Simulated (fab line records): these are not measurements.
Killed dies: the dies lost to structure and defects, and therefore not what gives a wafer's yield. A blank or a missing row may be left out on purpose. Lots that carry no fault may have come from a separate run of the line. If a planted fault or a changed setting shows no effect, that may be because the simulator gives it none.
A lot that was struck, set against a sound lot | flow nand_harc | 15 steps out of a route of 1302
Sound: wafers L885.1, L885.2, L885.5. Wafers struck: L895.3, L895.5, L895.6. Last of all comes the cause.
Order at every step that has rows: each side's tool, ch and its chambers, its first start. Under that, the readings that differ: sound wafers | struck wafers | difference of the means | sigmas: that difference in standard deviations of wafers without a fault.
alike: a reading whose means differ by less than 2 such deviations, as well as words and numbers matching on both sides. not compared: withheld readings; readings where some wafer has no value; bounds like >300 that might hide an equal value; numbers whose values overlap and for which the record gives no deviation.
The two part at a step that has a row with sigmas, a row that says differs or no value, or rows on one side only. Numbers that don't overlap but have no deviation are shown without sigmas and don't part them. A reading missing from all wafers of one side parts the sides only when that side holds two or more wafers.

first, 1 step without rows for these wafers: NHARC_P_ZERO_WELL_HARDBAKE_25 (time 80 s).
NHARC_P_ZERO_WELL_DESCUM_26: chemistry O2, time 3 s.
  sound on rie_diel-08 ch 1,3, day 4 00:59; struck on rie_diel-07 ch 0,3, day 8 04:38
  alike: drypump_motor_current_A, o2_flow_sccm, oes_product_au, rf_vpp_V, showerhead_plenum_p_Torr, throttle_valve_pct
  not compared: rf_hours_counter_h
then, 10 steps without rows for these wafers: NHARC_P_ZERO_WELL_IMPLANT_27; NHARC_P_ZERO_WELL_IMPLANT_57; NHARC_P_ZERO_WELL_IMPLANT_58; NHARC_P_ZERO_WELL_STRIP_28 (strips in SPM, time 840 s); NHARC_P_ZERO_WELL_DEHYDRATE_29 (time 120 s); NHARC_P_ZERO_WELL_HMDS_30 (time 30 s); NHARC_P_ZERO_WELL_COAT_31; NHARC_P_ZERO_WELL_SOFTBAKE_32 (time 95 s); NHARC_P_ZERO_WELL_EBR_33; NHARC_P_ZERO_WELL_EXPOSE_34 (exposes mask P PWELL, target cd 720 nm).
NHARC_P_ZERO_WELL_PEB_35: peb time 85 s.
  sound on litho_track-07 ch 0, day 4 02:23; struck on litho_track-07 ch 0, day 8 06:01
  reading                  | sound                | struck               | difference | sigmas
  heater_power_total_W (W) | 164.10 164.21 164.21 | 152.57 152.76 152.66 | -11.51     | -41
  plate_temp_C (C)         | 117.98 117.91 118.09 | 111.85 111.75 111.66 | -6.24      | -42
then, 1 step without rows for these wafers: NHARC_P_ZERO_WELL_DEVELOP_36 (time 70 s).
NHARC_P_ZERO_WELL_CD_MEAS_37: target cd 720 nm.
  sound on cd_sem-01 ch 0, day 4 02:28; struck on cd_sem-01 ch 0
  reading    | sound             | struck            | difference | sigmas
  cd_nm (nm) | 718.8 722.9 717.1 | 706.5 705.3 708.4 | -12.9      | -7
  not compared: hold

== WHERE THEY PART ==
First at NHARC_P_ZERO_WELL_PEB_35; last, within this record, at NHARC_P_ZERO_WELL_CD_MEAS_37.

WHY: the cause the simulator had injected
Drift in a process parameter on litho_track-07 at NHARC_P_ZERO_WELL_PEB_35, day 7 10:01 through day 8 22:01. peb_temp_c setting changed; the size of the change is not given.
